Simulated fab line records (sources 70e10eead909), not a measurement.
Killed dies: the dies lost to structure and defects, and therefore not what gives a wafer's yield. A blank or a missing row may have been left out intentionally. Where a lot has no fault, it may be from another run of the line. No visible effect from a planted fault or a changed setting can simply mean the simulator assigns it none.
fab line records	flow nand_harc
record lots=11	wafers=33	last_day=33
route steps=1302 shown A_CHANNEL_HOLE_D2@590 END@1302
lots with no fault: from the same line, run without faults
start_h: start of the lot's first displayed wafer, in hours after the record's first day	wait_h: hours since the lot's step before	" as in the row above	L1.1+2: a row that stands for several wafers	- no value, or no start was given	* or withheld: withheld	< > ~ a bound
route shown NAME@n: names a module that has steps shown in the file, with the first one's number in the route	usual: mean and standard deviation over wafers with no fault	same: alike in all rows	chamber/n: place in a boat	sites: per-site readings	_std_site: standard deviation across them	_edge_site: outer sites' mean less inner sites'	radius_mm: for every site, how far away it sits from the centre of the wafer	mask NAME#n: copy n	behind: tool/chamber where the wafer was last shaped	hold: what put the lot on hold/how long, in hours/how the hold closed	device: transistor that didn't switch, given as n, p or np	end of line: at the end of the route, the tests of the same wafers	a step without rows: its recipe alone	killed: not the wafer's yield, but the dies lost to structure and defects at the first sort	map: per-die view of a wafer (x killed, . not killed, _ where there is no die)
set.NAME: setting as actually run; set.NAME@STEP: the setting as run at that earlier step	model.NAME: the simulator's own value behind a step, which no gauge read
steps of the route over a sample of lots; a table a step, a row a wafer
services: when a tool's chamber went out of use (start_h, in hours from the record's first day, below 0 if earlier), for how many hours, and the reason
## steps
# step NHARC_A_CHANNEL_HOLE_D2_CD_MEAS_18
# usual cd_nm=100.2/2
lot.wafer	tool	chamber	start_h	wait_h	cd_nm
L479.1	cd_sem-01	-	299.21	-	99.6
L479.2	"	-	"	"	96.4
L479.5	"	-	"	"	98.9
L480.2	cd_sem-03	-	320.29	-	99.9
L480.3	"	-	"	"	99.0
L480.5	"	-	"	"	102.0
L481.3	cd_sem-01	-	320.72	-	104.3
L481.4	"	-	"	"	104.7
L481.5	"	-	"	"	101.7
L484.3	cd_sem-02	-	355.61	-	101.8
L484.4	"	-	"	"	99.9
L484.6	"	-	"	"	97.5
L489.1	cd_sem-02	-	407.55	-	97.8
L489.3	"	-	"	"	100.9
L489.6	"	-	"	"	98.2
L490.4	cd_sem-01	-	415.95	-	99.2
L490.5	"	-	"	"	100.4
L490.6	"	-	"	"	99.2
L492.2	cd_sem-02	-	442.04	-	96.3
L492.3	"	-	"	"	102.1
L492.5	"	-	"	"	102.1
L497.3	cd_sem-02	-	485.39	-	96.9
L497.4	"	-	"	"	99.0
L497.5	"	-	"	"	98.2
L498.2	cd_sem-01	-	504.21	-	100.4
L498.3	"	-	"	"	100.8
L498.4	"	-	"	"	100.0
L499.4	cd_sem-01	-	504.25	-	102.3
L499.5	"	-	"	"	97.1
L499.6	"	-	"	"	101.1
L500.1	cd_sem-01	-	505.03	-	102.3
L500.3	"	-	"	"	103.5
L500.6	"	-	"	"	103.8
# step NHARC_A_CHANNEL_HOLE_D2_ETCH_23
# recipe bias_v=5000	source_w=withheld	pressure_mtorr=20	time_s=819	ar_flow_sccm=375	c4f8_flow_sccm=89.3	o2_flow_sccm=35.7	temp_c=-20	target_depth_a=16000	chemistry=C4F8/O2/Ar
# usual drypump_motor_current_A=6.1/0.35	he_backside_leak_sccm=6.3/0.72	showerhead_plenum_p_Torr=3.63/0.061	throttle_valve_pct=32.156/0.0095
lot.wafer	tool	chamber	start_h	wait_h	drypump_motor_current_A	he_backside_leak_sccm	rf_hours_counter_h	showerhead_plenum_p_Torr	throttle_valve_pct
L479.1	har_etch-02	1	300.71	0.5	5.8	6.8	360	3.64	32.160
L479.2	"	0	"	"	6.7	7.2	360	3.73	32.167
L479.5	"	0	"	"	6.7	7.2	-	3.73	32.153
L480.2	har_etch-02	1	321.80	0.5	5.8	6.5	368	3.64	32.152
L480.3	"	1	"	"	5.8	6.6	-	3.64	32.161
L480.5	"	0	"	"	6.6	7.1	-	3.73	32.167
L481.4	har_etch-01	0	340.08	0.5	5.7	6.4	-	3.69	32.157
L481.3	"	1	"	"	6.2	5.4	-	3.58	32.171
L481.5	"	1	"	"	6.1	5.5	-	3.58	32.139
L484.3	har_etch-01	0	360.54	0.5	5.7	6.5	-	3.68	32.163
L484.4	"	1	"	"	6.1	5.2	-	3.57	32.154
L484.6	"	1	"	"	6.1	5.6	-	3.57	32.159
L489.1	har_etch-02	0	409.18	0.5	6.6	5.7	9	3.69	32.149
L489.3	"	0	"	"	6.7	5.7	-	3.69	32.151
L489.6	"	1	"	"	5.8	5.6	-	3.62	32.148
L490.4	har_etch-02	0	419.43	0.5	6.6	5.8	-	3.69	32.164
L490.5	"	0	"	"	6.6	5.7	-	3.69	32.167
L490.6	"	1	"	"	5.8	5.2	-	3.61	32.154
L492.2	har_etch-01	0	443.53	0.5	5.8	6.9	239	3.65	32.156
L492.3	"	0	"	"	5.7	7.0	-	3.65	32.141
L492.5	"	0	"	"	5.7	7.0	-	3.65	32.147
L497.4	har_etch-01	1	487.13	0.5	6.2	5.9	-	3.53	32.148
L497.3	"	0	"	"	5.7	7.0	-	3.64	32.146
L497.5	"	1	"	"	6.1	5.9	-	3.53	32.151
L498.2	har_etch-01	0	505.84	0.5	5.7	6.8	273	3.63	32.178
L498.4	"	1	"	"	6.2	5.8	-	3.53	32.158
L498.3	"	0	"	"	5.7	6.9	-	3.63	32.159
L499.4	har_etch-02	1	509.80	0.5	5.8	5.7	-	3.59	32.157
L499.6	"	1	"	"	5.8	5.7	-	3.59	32.148
L499.5	"	0	"	"	6.7	6.1	-	3.66	32.161
L500.1	har_etch-01	1	509.88	0.5	6.1	6.1	277	3.52	32.155
L500.3	"	1	"	"	6.1	5.8	-	3.52	32.162
L500.6	"	1	"	"	6.1	5.8	-	3.52	32.152
# step NHARC_A_CHANNEL_HOLE_D2_ETCH_24
# recipe bias_v=5000	source_w=withheld	pressure_mtorr=20	time_s=906.2	ar_flow_sccm=375	c4f8_flow_sccm=93.8	o2_flow_sccm=31.2	temp_c=-20	target_depth_a=15000	chemistry=C4F8/O2/Ar
# usual drypump_motor_current_A=6.1/0.35	he_backside_leak_sccm=6.3/0.65	showerhead_plenum_p_Torr=3.62/0.06	throttle_valve_pct=32.238/0.0096
lot.wafer	tool	chamber	start_h	wait_h	drypump_motor_current_A	he_backside_leak_sccm	rf_hours_counter_h	showerhead_plenum_p_Torr	throttle_valve_pct
L479.1	har_etch-02	1	301.40	0.6	5.8	6.2	361	3.64	32.239
L479.2	"	0	"	"	6.7	7.1	361	3.73	32.239
L479.5	"	0	"	"	6.7	7.2	-	3.73	32.246
L480.2	har_etch-02	1	322.50	0.6	5.8	6.8	369	3.63	32.212
L480.3	"	1	"	"	5.8	6.8	-	3.63	32.227
L480.5	"	0	"	"	6.7	7.1	-	3.72	32.224
L481.4	har_etch-01	0	340.80	0.6	5.8	6.4	-	3.69	32.234
L481.3	"	1	"	"	6.1	5.6	-	3.58	32.239
L481.5	"	1	"	"	6.1	5.4	-	3.58	32.242
L484.3	har_etch-01	0	361.26	0.6	5.7	6.7	-	3.68	32.241
L484.4	"	1	"	"	6.2	5.3	-	3.57	32.232
L484.6	"	1	"	"	6.2	5.2	-	3.57	32.237
L489.1	har_etch-02	0	409.88	0.6	6.6	6.0	10	3.69	32.246
L489.3	"	0	"	"	6.6	5.9	-	3.69	32.238
L489.6	"	1	"	"	5.8	5.7	-	3.61	32.250
L490.4	har_etch-02	0	420.16	0.6	6.7	5.9	-	3.68	32.241
L490.5	"	0	"	"	6.6	5.9	-	3.68	32.239
L490.6	"	1	"	"	5.8	5.4	-	3.61	32.237
L492.2	har_etch-01	0	444.23	0.6	5.8	6.8	239	3.65	32.229
L492.3	"	0	"	"	5.7	6.9	-	3.65	32.228
L492.5	"	0	"	"	5.7	6.6	-	3.65	32.238
L497.4	har_etch-01	1	487.85	0.6	6.1	6.0	-	3.52	32.221
L497.3	"	0	"	"	5.7	6.8	-	3.63	32.235
L497.5	"	1	"	"	6.1	5.9	-	3.53	32.240
L498.2	har_etch-01	0	506.55	0.6	5.7	6.7	274	3.63	32.242
L498.4	"	1	"	"	6.1	5.6	-	3.52	32.234
L498.3	"	0	"	"	5.7	6.8	-	3.63	32.229
L499.4	har_etch-02	1	510.52	0.6	5.8	5.5	-	3.59	32.239
L499.6	"	1	"	"	5.8	5.5	-	3.59	32.243
L499.5	"	0	"	"	6.6	6.0	-	3.66	32.233
L500.1	har_etch-01	1	510.57	0.6	6.2	5.7	278	3.52	32.247
L500.3	"	1	"	"	6.2	5.7	-	3.52	32.241
L500.6	"	1	"	"	6.1	5.7	-	3.52	32.245
# step NHARC_A_CHANNEL_HOLE_D2_ETCH_27
# recipe bias_v=400	source_w=2000	pressure_mtorr=25	time_s=90	ar_flow_sccm=375	c4f8_flow_sccm=41.7	o2_flow_sccm=83.3	temp_c=-20	target_depth_a=4000	chemistry=C4F8/O2/Ar
# usual drypump_motor_current_A=6.1/0.35	he_backside_leak_sccm=6.2/0.69	showerhead_plenum_p_Torr=3.67/0.063	throttle_valve_pct=27.618/0.0084
lot.wafer	tool	chamber	start_h	wait_h	drypump_motor_current_A	he_backside_leak_sccm	rf_hours_counter_h	showerhead_plenum_p_Torr	throttle_valve_pct
L479.1	har_etch-02	1	303.25	0.2	5.8	5.7	363	3.68	27.626
L479.2	"	0	"	"	6.6	7.2	363	3.77	27.621
L479.5	"	0	"	"	6.6	7.1	-	3.77	27.609
L480.2	har_etch-02	1	324.31	0.2	5.8	6.7	370	3.68	27.609
L480.3	"	1	"	"	5.8	6.7	-	3.68	27.607
L480.5	"	0	"	"	6.6	7.3	-	3.77	27.628
L481.4	har_etch-01	0	342.44	0.2	5.8	6.6	-	3.73	27.620
L481.3	"	1	"	"	6.2	5.5	-	3.62	27.624
L481.5	"	1	"	"	6.2	5.4	-	3.62	27.610
L484.3	har_etch-01	0	362.93	0.2	5.7	6.5	-	3.72	27.614
L484.4	"	1	"	"	6.2	5.4	-	3.61	27.611
L484.6	"	1	"	"	6.2	5.2	-	3.61	27.609
L489.1	har_etch-02	0	411.62	0.2	6.6	6.0	11	3.73	27.618
L489.3	"	0	"	"	6.7	5.9	-	3.73	27.615
L489.6	"	1	"	"	5.8	5.3	-	3.65	27.616
L490.4	har_etch-02	0	421.81	0.2	6.7	6.0	-	3.73	27.617
L490.5	"	0	"	"	6.7	6.0	-	3.73	27.612
L490.6	"	1	"	"	5.8	5.1	-	3.65	27.605
L492.2	har_etch-01	0	446.09	0.2	5.8	6.9	241	3.69	27.624
L492.3	"	0	"	"	5.7	7.1	-	3.69	27.605
L492.5	"	0	"	"	5.8	7.0	-	3.69	27.608
L497.4	har_etch-01	1	489.50	0.2	6.1	5.6	-	3.56	27.630
L497.3	"	0	"	"	5.8	6.8	-	3.67	27.603
L497.5	"	1	"	"	6.2	5.7	-	3.56	27.625
L498.2	har_etch-01	0	508.30	0.2	5.7	6.7	275	3.67	27.622
L498.4	"	1	"	"	6.1	6.0	-	3.56	27.626
L498.3	"	0	"	"	5.7	7.2	-	3.67	27.604
L499.4	har_etch-02	1	512.17	0.2	5.8	5.8	-	3.62	27.619
L499.6	"	1	"	"	5.8	5.7	-	3.62	27.603
L499.5	"	0	"	"	6.7	6.1	-	3.70	27.616
L500.1	har_etch-01	1	512.40	0.2	6.1	5.8	279	3.56	27.619
L500.3	"	1	"	"	6.2	6.1	-	3.56	27.630
L500.6	"	1	"	"	6.2	5.7	-	3.56	27.615
# step NHARC_A_CHANNEL_HOLE_D2_INSPECT_40
# usual raw_defect_count=283/76
lot.wafer	tool	chamber	start_h	wait_h	hold	raw_defect_count
L479.1	defect_inspect-02	-	305.13	-	-	327
L479.2	"	-	"	"	-	334
L479.5	"	-	"	"	-	343
L480.2	defect_inspect-01	-	326.03	-	-	294
L480.3	"	-	"	"	-	374
L480.5	"	-	"	"	-	305
L481.3	defect_inspect-02	-	344.13	-	-	270
L481.4	"	-	"	"	-	188
L481.5	"	-	"	"	-	246
L484.3	defect_inspect-01	-	364.60	-	-	373
L484.4	"	-	"	"	-	204
L484.6	"	-	"	"	-	343
L489.1	defect_inspect-01	-	413.46	-	await_dispo/0.2h/release	858
L489.3	"	-	"	"	await_dispo/0.2h/release	734
L489.6	"	-	"	"	await_dispo/0.2h/release	854
L489.1	defect_inspect-01	-	413.63	0.2	-	869
L489.3	"	-	"	"	-	724
L489.6	"	-	"	"	-	840
L490.4	defect_inspect-02	-	423.48	-	await_dispo/0.2h/release	620
L490.5	"	-	"	"	await_dispo/0.2h/release	610
L490.6	"	-	"	"	await_dispo/0.2h/release	560
L490.4	defect_inspect-02	-	423.65	0.2	-	629
L490.5	"	-	"	"	-	592
L490.6	"	-	"	"	-	571
L492.2	defect_inspect-02	-	447.81	-	-	331
L492.3	"	-	"	"	-	408
L492.5	"	-	"	"	-	317
L497.3	defect_inspect-01	-	491.17	-	-	196
L497.4	"	-	"	"	-	369
L497.5	"	-	"	"	-	355
L498.2	defect_inspect-02	-	510.03	-	-	196
L498.3	"	-	"	"	-	247
L498.4	"	-	"	"	-	297
L499.4	defect_inspect-01	-	513.86	-	-	195
L499.5	"	-	"	"	-	360
L499.6	"	-	"	"	-	198
L500.1	defect_inspect-01	-	514.16	-	-	274
L500.3	"	-	"	"	-	284
L500.6	"	-	"	"	-	335
# step NHARC_END_SORT_01
# recipe temp_c=25
# usual killed_at_array=53/18	killed_at_other=1.0/1.2	killed_at_periphery=3.6/2.4	killed_dies=58/18	killed_open=3.4/1.8	killed_short=2.3/1.5
# same gross_dies=677
lot.wafer	tool	chamber	start_h	wait_h	killed_at_array	killed_at_other	killed_at_periphery	killed_dies	killed_open	killed_short
L479.1	prober-01	0	571.58	2.5	76	0	5	81	4	4
L479.2	prober-01	0	572.38	2.8	76	1	8	85	3	2
L479.5	prober-01	0	574.79	3.7	88	1	7	96	7	1
L480.2	prober-01	0	580.23	2.8	72	0	4	76	6	1
L480.3	prober-01	0	581.03	3.1	100	1	2	103	8	3
L480.5	prober-01	0	582.64	3.7	68	0	0	68	2	3
L484.3	prober-01	0	645.46	3.1	72	0	5	77	4	1
L484.4	prober-01	0	646.26	3.4	61	0	1	62	2	1
L484.6	prober-01	0	647.86	4.0	65	0	2	67	4	1
L489.1	prober-02	0	675.98	2.5	104	0	0	104	3	1
L489.3	prober-02	0	677.57	3.1	94	0	2	96	4	2
L489.6	prober-02	0	679.96	4.0	146	0	3	149	5	2
L492.5	prober-01	0	720.07	3.7	74	0	5	79	2	2
L490.4	prober-01	0	722.98	3.4	102	0	0	102	3	3
L490.5	prober-01	0	723.78	3.7	104	0	1	105	1	4
L490.6	prober-01	0	724.58	4.0	120	0	1	121	2	3
L497.3	prober-01	0	765.30	3.1	44	0	1	45	2	2
L497.4	prober-01	0	766.09	3.4	53	0	3	56	4	2
L497.5	prober-01	0	766.88	3.6	50	0	3	53	3	1
L499.4	prober-02	0	778.54	3.4	68	4	4	76	5	4
L499.5	prober-02	0	779.34	3.7	34	2	6	42	2	1
L499.6	prober-02	0	780.15	4.0	54	2	2	58	4	3
# killed by level:class
L479.1 A_CHANNEL_HOLE_D1:chamber_film_flake=23 A_CHANNEL_HOLE_D2:chamber_film_flake=22 A_SLIT:chamber_film_flake=16 P_M2:chamber_film_flake=5 A_STAIRCASE:chamber_film_flake=4 A_ONON_D1:geometric_particle:open=1 A_CHANNEL_FILL_D1:geometric_particle:short=1 A_DECK1_JOINT:geometric_particle:short=1
L479.2 A_CHANNEL_HOLE_D1:chamber_film_flake=21 A_SLIT:chamber_film_flake=21 A_CHANNEL_HOLE_D2:chamber_film_flake=19 A_STAIRCASE:chamber_film_flake=8 P_GATE:chamber_film_flake=3 P_M2:chamber_film_flake=3 A_WL_FILL:chamber_film_flake=2 P_GATE:geometric_particle:open=1
L479.5 A_CHANNEL_HOLE_D1:chamber_film_flake=31 A_CHANNEL_HOLE_D2:chamber_film_flake=26 A_SLIT:chamber_film_flake=16 A_STAIRCASE:chamber_film_flake=4 P_M2:chamber_film_flake=3 A_DECK1_JOINT:chamber_film_flake=3 P_GATE:chamber_film_flake=2 P_M2:geometric_particle:open=1
L480.2 A_CHANNEL_HOLE_D2:chamber_film_flake=26 A_CHANNEL_HOLE_D1:chamber_film_flake=21 A_SLIT:chamber_film_flake=15 A_STAIRCASE:chamber_film_flake=4 P_ZERO_WELL:chamber_film_flake=2 P_M0:geometric_particle:open=1 P_M2:geometric_particle:open=1 A_CHANNEL_FILL_D1:geometric_particle:open=1
L480.3 A_CHANNEL_HOLE_D2:chamber_film_flake=40 A_CHANNEL_HOLE_D1:chamber_film_flake=32 A_SLIT:chamber_film_flake=13 A_CONTACT:chamber_film_flake=4 A_WL_FILL:geometric_particle:open=3 A_CHANNEL_HOLE_D2:geometric_particle:open=2 P_CONTACT:geometric_particle:short=1 A_ONON_D1:geometric_particle:open=1
L480.5 A_CHANNEL_HOLE_D2:chamber_film_flake=22 A_SLIT:chamber_film_flake=21 A_CHANNEL_HOLE_D1:chamber_film_flake=16 A_STAIRCASE:chamber_film_flake=2 A_CHANNEL_HOLE_D1:geometric_particle:open=1 A_CHANNEL_HOLE_D1:geometric_particle:short=1 A_CHANNEL_FILL_D1:geometric_particle:short=1 A_CONTACT:geometric_particle:open=1
L484.3 A_CHANNEL_HOLE_D1:chamber_film_flake=29 A_SLIT:chamber_film_flake=22 A_CHANNEL_HOLE_D2:chamber_film_flake=9 A_CONTACT:chamber_film_flake=5 P_ZERO_WELL:chamber_film_flake=3 A_ONON_D1:geometric_particle:open=2 A_STAIRCASE:chamber_film_flake=2 P_M0:geometric_particle:open=1
L484.4 A_CHANNEL_HOLE_D1:chamber_film_flake=27 A_SLIT:chamber_film_flake=15 A_CHANNEL_HOLE_D2:chamber_film_flake=7 A_STAIRCASE:chamber_film_flake=3 A_CHANNEL_FILL_D1:chamber_film_flake=3 A_CONTACT:chamber_film_flake=3 A_CHANNEL_HOLE_D2:geometric_particle:open=1 A_STAIRCASE:geometric_particle:open=1
L484.6 A_CHANNEL_HOLE_D1:chamber_film_flake=28 A_SLIT:chamber_film_flake=20 A_CHANNEL_HOLE_D2:chamber_film_flake=5 A_CONTACT:chamber_film_flake=5 A_M0:geometric_particle:open=3 P_GATE:geometric_particle:open=1 A_ONON_D1:geometric_particle:short=1 P_CONTACT:chamber_film_flake=1
L489.1 A_CHANNEL_HOLE_D2:unspecified=63 A_SLIT:chamber_film_flake=21 A_CONTACT:chamber_film_flake=9 A_CHANNEL_HOLE_D1:chamber_film_flake=5 A_CHANNEL_FILL_D1:geometric_particle:open=1 A_WL_FILL:geometric_particle:short=1 A_BLC:geometric_particle:open=1 A_M1:geometric_particle:open=1
L489.3 A_CHANNEL_HOLE_D2:unspecified=54 A_SLIT:chamber_film_flake=21 A_CHANNEL_HOLE_D1:chamber_film_flake=9 A_M0:geometric_particle:open=2 A_CONTACT:chamber_film_flake=2 P_M0:geometric_particle:open=1 A_ONON_D1:geometric_particle:open=1 A_ONON_D1:geometric_particle:short=1
L489.6 A_CHANNEL_HOLE_D2:unspecified=80 A_CHANNEL_HOLE_D1:chamber_film_flake=34 A_SLIT:chamber_film_flake=22 P_GATE:geometric_particle:short=1 A_ONON_D1:geometric_particle:open=1 A_DECK1_JOINT:geometric_particle:short=1 A_SGD_CUT:geometric_particle:open=1 A_WL_FILL:geometric_particle:open=1
L492.5 A_CHANNEL_HOLE_D1:chamber_film_flake=34 A_SLIT:chamber_film_flake=20 A_CHANNEL_HOLE_D2:chamber_film_flake=8 A_CONTACT:chamber_film_flake=5 A_BONDPAD:chamber_film_flake=4 P_GATE:chamber_film_flake=2 P_CONTACT:geometric_particle:open=1 P_M2:geometric_particle:short=1
L490.4 A_CHANNEL_HOLE_D2:unspecified=66 A_SLIT:chamber_film_flake=19 A_CHANNEL_HOLE_D1:chamber_film_flake=5 A_STAIRCASE:chamber_film_flake=3 A_CHANNEL_FILL_D1:geometric_particle:open=1 A_CHANNEL_HOLE_D2:geometric_particle:short=1 A_SGD_CUT:geometric_particle:short=1 A_BLC:geometric_particle:open=1
L490.5 A_CHANNEL_HOLE_D2:unspecified=60 A_SLIT:chamber_film_flake=26 A_CHANNEL_HOLE_D1:chamber_film_flake=8 A_CONTACT:chamber_film_flake=5 A_ONON_D1:geometric_particle:short=2 P_M0:geometric_particle:short=1 A_SOURCE_PLATE:geometric_particle:short=1 A_M0:geometric_particle:open=1
L490.6 A_CHANNEL_HOLE_D2:unspecified=81 A_SLIT:chamber_film_flake=23 A_CHANNEL_HOLE_D1:chamber_film_flake=7 A_WL_FILL:geometric_particle:open=2 A_CONTACT:chamber_film_flake=2 P_GATE:geometric_particle:short=1 A_DECK1_JOINT:geometric_particle:short=1 A_SGD_CUT:geometric_particle:short=1
L497.3 A_SLIT:chamber_film_flake=16 A_CHANNEL_HOLE_D2:chamber_film_flake=9 A_CHANNEL_HOLE_D1:chamber_film_flake=8 A_STAIRCASE:chamber_film_flake=6 A_WL_FILL:geometric_particle:short=2 A_ONON_D1:geometric_particle:open=1 A_WL_FILL:geometric_particle:open=1 P_GATE:chamber_film_flake=1
L497.4 A_SLIT:chamber_film_flake=21 A_CHANNEL_HOLE_D1:chamber_film_flake=11 A_CHANNEL_HOLE_D2:chamber_film_flake=8 A_STAIRCASE:chamber_film_flake=4 A_CONTACT:chamber_film_flake=3 A_CONTACT:geometric_particle:open=2 P_CONTACT:geometric_particle:short=1 A_SGD_CUT:geometric_particle:short=1
L497.5 A_SLIT:chamber_film_flake=14 A_CHANNEL_HOLE_D2:chamber_film_flake=14 A_CHANNEL_HOLE_D1:chamber_film_flake=8 A_CONTACT:chamber_film_flake=6 P_ZERO_WELL:chamber_film_flake=3 A_STAIRCASE:chamber_film_flake=3 A_SOURCE_PLATE:geometric_particle:open=1 A_CHANNEL_FILL_D2:geometric_particle:short=1
L499.4 A_SLIT:chamber_film_flake=23 A_CHANNEL_HOLE_D1:chamber_film_flake=9 A_CONTACT:chamber_film_flake=8 A_STAIRCASE:chamber_film_flake=4 THIN_TSV:chamber_film_flake=4 A_M1:chamber_film_flake=4 A_BONDPAD:chamber_film_flake=3 P_M2:chamber_film_flake=2
L499.5 A_SLIT:chamber_film_flake=14 A_CONTACT:chamber_film_flake=6 A_CHANNEL_HOLE_D1:chamber_film_flake=4 A_M1:chamber_film_flake=4 P_GATE:chamber_film_flake=3 A_ZERO_WELL:chamber_film_flake=2 THIN_TSV:chamber_film_flake=2 P_GATE:geometric_particle:open=1
L499.6 A_SLIT:chamber_film_flake=24 A_CONTACT:chamber_film_flake=8 A_CHANNEL_HOLE_D1:chamber_film_flake=5 A_STAIRCASE:chamber_film_flake=4 A_CONTACT:geometric_particle:open=2 A_ZERO_WELL:chamber_film_flake=2 A_BLC:chamber_film_flake=2 A_M1:chamber_film_flake=2
## services
tool	chamber	start_h	hours	kind
har_etch-02	1	336.91	-	consumable_replace:focus_ring
har_etch-02	1	336.91	17.0	scheduled_down
har_etch-02	1	336.91	17.0	vent_cycle
har_etch-02	-	378.03	17.0	pm
har_etch-02	0	378.03	17.0	vent_cycle
har_etch-02	1	378.03	17.0	vent_cycle
har_etch-02	0	395.03	-	clean
har_etch-02	0	395.03	-	consumable_replace:focus_ring
har_etch-02	1	395.03	-	clean
## key
first_sign step=NHARC_A_CHANNEL_HOLE_D2_INSPECT_40	reading=visit	direction=added
effect step=NHARC_A_CHANNEL_HOLE_D2_INSPECT_40	reading=raw_defect_count	direction=up	sigmas=5.6	usual=283	struck=706
effect step=NHARC_END_SORT_01	reading=killed_at_array	direction=up	sigmas=3.3	usual=53	struck=112	wafers_moved=5
more_kills_born_at NHARC_A_CHANNEL_HOLE_D2_ETCH_27@har_etch-02=356
met_at NHARC_A_CHANNEL_HOLE_D2_ETCH_27
struck_lots L489,L490
tester_left_out L489,L490
not_acting_at NHARC_A_CHANNEL_HOLE_D2_CD_MEAS_18,NHARC_A_CHANNEL_HOLE_D2_ETCH_23,NHARC_A_CHANNEL_HOLE_D2_ETCH_24
onset_between 324.31 411.62
fault kind=chamber_particle_source	tool=har_etch-02	chamber=-	onset_h=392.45	steps=NHARC_A_CHANNEL_HOLE_D2_ETCH_27	rate_per_visit_cm2=0.71508	end_h=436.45
# tester_left_out: of these lots the tester's yield and bins aren't shown, on N5 and GAA mostly nor the transistor test; their killed dies are dies lost to structure and defects alone, not to doping, threshold or leakage, so they don't give the yield
